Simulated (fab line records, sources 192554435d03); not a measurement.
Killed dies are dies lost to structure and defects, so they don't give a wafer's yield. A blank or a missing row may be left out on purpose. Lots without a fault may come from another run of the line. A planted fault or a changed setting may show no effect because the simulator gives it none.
A struck lot beside a sound one | flow n5_finfet | 39 steps out of a route of 1938
Sound: wafers L737.2, L737.3, L737.4. Struck: wafer L724.4. (L724.2, L724.5 of the same lot were not struck and are left out.) The cause comes at the end.
At each step with rows: each side's tool, then ch and its chambers, then its first start. Under that, the readings that differ: sound wafers | struck wafers | difference of the means | sigmas: that difference in standard deviations of wafers without a fault.
alike: readings whose means differ by less than 2 such deviations, and words and numbers that are the same on both sides. not compared: withheld readings, readings that some wafer has no value for, bounds like >300 that may hide the same value, and numbers for which the record gives no deviation and whose values overlap.
The two part at a step that has a row with sigmas, a row that says differs or no value, or rows on one side only. Numbers that don't overlap but have no deviation are shown without sigmas and don't part them. A reading that every wafer of one side lacks parts them only if that side has two wafers or more.

first, 9 steps without rows for these wafers: N5_MOL_CONTACT_COAG_CVD_140 (deposits W, target thk 66.5 nm, time 215 s); N5_MOL_CONTACT_COAG_PRECLEAN_127 (cleans in DIW, time 57.5 s); N5_MOL_CONTACT_COAG_SRD_128 (dry time 32 s); N5_MOL_CONTACT_COAG_CMP_52 (polishes, stops on SiO2, t overpolish 1.5 s, target thk 66.5 nm); N5_MOL_CONTACT_COAG_ANNEAL_112 (time 1800 s); N5_BEOL_M0_SAQP_PECVD_00 (deposits SiCN from 3MS/NH3, target thk 8 nm, time 14 s); N5_BEOL_M0_SAQP_ILD_DEP_01 (deposits SiOC from DEMS/O2, target thk 45.419 nm, time 8.7 s); N5_BEOL_M0_SAQP_HM_DEP_02 (deposits TiN, target thk 12 nm); N5_BEOL_M0_SAQP_PECVD_03 (deposits SiCN from 3MS/NH3, target thk 12 nm, time 21.1 s).
N5_BEOL_M0_SAQP_PECVD_96: deposits a-Si from SiH4/He, target thk 45 nm, time 45.2 s.
  sound on pecvd-01 ch 0,1,2, day 11 08:33; struck on pecvd-02 ch 2, day 7 18:22
  reading                                         | sound          | struck | difference | sigmas
  run_length_s (s)                                | 80.5 82.2 81.1 | 90.6   | +9.3       | +22
  model.a-Si_of_BEOL_M0_SAQP_PECVD_96.thk_nm (nm) | 44.8 45.4 45.6 | 55.2   | +9.9       |
  alike: chamber_pressure_Torr, heater_power_w, rf_fwd_power_W, showerhead_plenum_p_Torr, showerhead_vpp_V, throttle_valve_pct
then, 25 steps without rows for these wafers: N5_BEOL_M0_SAQP_PECVD_97 (deposits SiNx from SiH4/NH3/N2, target thk 23 nm, time 19.9 s); N5_BEOL_M0_SAQP_PECVD_04 (deposits a-Si from SiH4/He, target thk 60 nm, time 60.2 s); N5_BEOL_M0_SAQP_HM_DEP_111 (deposits SiO2 from SiH4/N2O, target thk 12 nm, time 7.2 s); N5_BEOL_M0_SAQP_COAT_81 (time 60 s, resist thk 100 nm); N5_BEOL_M0_SAQP_COAT_82 (time 60 s, resist thk 30 nm); N5_BEOL_M0_SAQP_COAT_08 (resist thk 90 nm); N5_BEOL_M0_SAQP_EBR_10; N5_BEOL_M0_SAQP_SOFTBAKE_09 (time 60 s); N5_BEOL_M0_SAQP_EXPOSE_11 (exposes mask M0 CORE, target cd 42 nm); N5_BEOL_M0_SAQP_PEB_12 (peb time 60 s); N5_BEOL_M0_SAQP_DEVELOP_13 (develop time 30 s); N5_BEOL_M0_SAQP_DESCUM_19 (chemistry O2, time 7.9 s); N5_BEOL_M0_SAQP_ETCH_83 (etches SiARC in CF4, target depth 39 nm, time 65 s); N5_BEOL_M0_SAQP_ETCH_84 (etches SOC in N2/H2, target depth 100 nm, overetch 20 nm, time 150 s); N5_BEOL_M0_SAQP_STRIP_80 (strips in N2/H2); N5_BEOL_M0_SAQP_HM_OPEN_112 (chemistry CHF3/O2, target SiO2, stops on a-Si, target depth 12 nm, time 13.5 s); N5_BEOL_M0_SAQP_STRIP_113 (strips in CHF3/O2); N5_BEOL_M0_SAQP_MANDREL_ETCH_20 (etches a-Si in HBr/Cl2, stops on SiNx, target depth 60 nm, bt time 10 s, time 30 s); N5_BEOL_M0_SAQP_STRIP_86 (strips in N2/H2); N5_BEOL_M0_SAQP_STRIP_115 (strips in post etch residue remover, time 60 s); N5_BEOL_M0_SAQP_SRD_93 (time 30 s); N5_BEOL_M0_SAQP_RECESS_114 (chemistry HF/NH3, target SiO2, target depth 14.4 nm, afs cycles 3, sublimation time 60 s); N5_BEOL_M0_SAQP_SPACER1_ALD_98 (deposits SiO2, target thk 12.8 nm, pulse time 1 s, purge time 2 s); N5_BEOL_M0_SAQP_SPACER1_ETCHBACK_99 (etches SiO2 in CHF3/O2, target depth 15.4 nm, time 7.7 s); N5_BEOL_M0_SAQP_MANDREL1_REMOVE_100 (chemistry HBr/Cl2/O2, target a-Si, stops on SiNx, bt time 10 s).
N5_BEOL_M0_SAQP_MANDREL_ETCH_103: etches a-Si in HBr/Cl2, stops on SiCN, target depth 45 nm, bt time 10 s, time 27 s.
  sound on rie_si-02 ch 0,1,2, day 11 12:29; struck on rie_si-05 ch 0, day 7 20:46
  reading                  | sound             | struck | difference | sigmas
  HBr_flow_sccm (sccm)     | 149.8 150.4 150.1 | 149.1  | -1.0       | -3
  oes_product_au (a.u.)    | 0.699 0.688 0.680 | 0.770  | +0.081     | +7
  rf_hours_counter_h (h)   | 49 43 10          | 3      | -31        |
  model.etch.depth_nm (nm) | 44.8 45.41 45.65  | 55.19  | +9.90      |
  alike: drypump_motor_current_A, rf_fwd_power_W, throttle_valve_pct
N5_BEOL_M0_SAQP_SPACER2_ETCHBACK_27: etches SiO2 in CHF3/O2, target depth 22.5 nm, time 11.25 s.
  sound on rie_diel-04 ch 0,1,2, day 11 14:48; struck on rie_diel-05 ch 1, day 7 22:10
  reading                                         | sound          | struck | difference | sigmas
  model.a-Si_of_BEOL_M0_SAQP_PECVD_96.thk_nm (nm) | 42.6 43.2 43.4 | 53     | +10        |
  alike: CHF3_flow_sccm, drypump_motor_current_A, mfc_ar_sccm, oes_o_777_au, oes_product_au, rf_fwd_power_W, rf_vpp_V, showerhead_plenum_p_Torr, throttle_valve_pct
  not compared: rf_hours_counter_h
-- the record jumps here: 3 days lie between the struck wafers' starts before and after (it left off in module BEOL_M0_SAQP and takes up again in module BEOL_M4, whose first step shown is number 1111 of the route) --
N5_BEOL_M4_RC_MEAS_101:
  sound on prober-02 ch 0, day 14 07:38; struck on prober-02 ch 0, day 10 15:51
  reading        | sound                | struck | difference | sigmas
  DIBL_P (mV/V)  | 37.9 37.0 38.4       | 34.0   | -3.8       | -2
  IOFF_P (nA/um) | 0.246 0.218 0.248    | 0.175  | -0.062     | -3
  ION_P (uA/um)  | 468 466 475          | 453    | -17        | -3
  VT_P (mV)      | -245.1 -247.4 -248.4 | -253.1 | -6.1       | -2
  alike: DIBL_N, IOFF_N, ION_N, SS_N, SS_P, VT_N
N5_PASSIVATION_PROBE_49:
  the record has rows for the sound wafers here (prober-01, day 18 18:38) and none for the struck ones

WHERE THEY PART
First at N5_BEOL_M0_SAQP_PECVD_96; last, within this record, at N5_PASSIVATION_PROBE_49.

WHY: what the simulator had put in
Process parameter drift: pecvd-02, from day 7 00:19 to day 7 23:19, at N5_BEOL_M0_SAQP_PECVD_96. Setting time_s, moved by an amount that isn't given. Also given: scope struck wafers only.
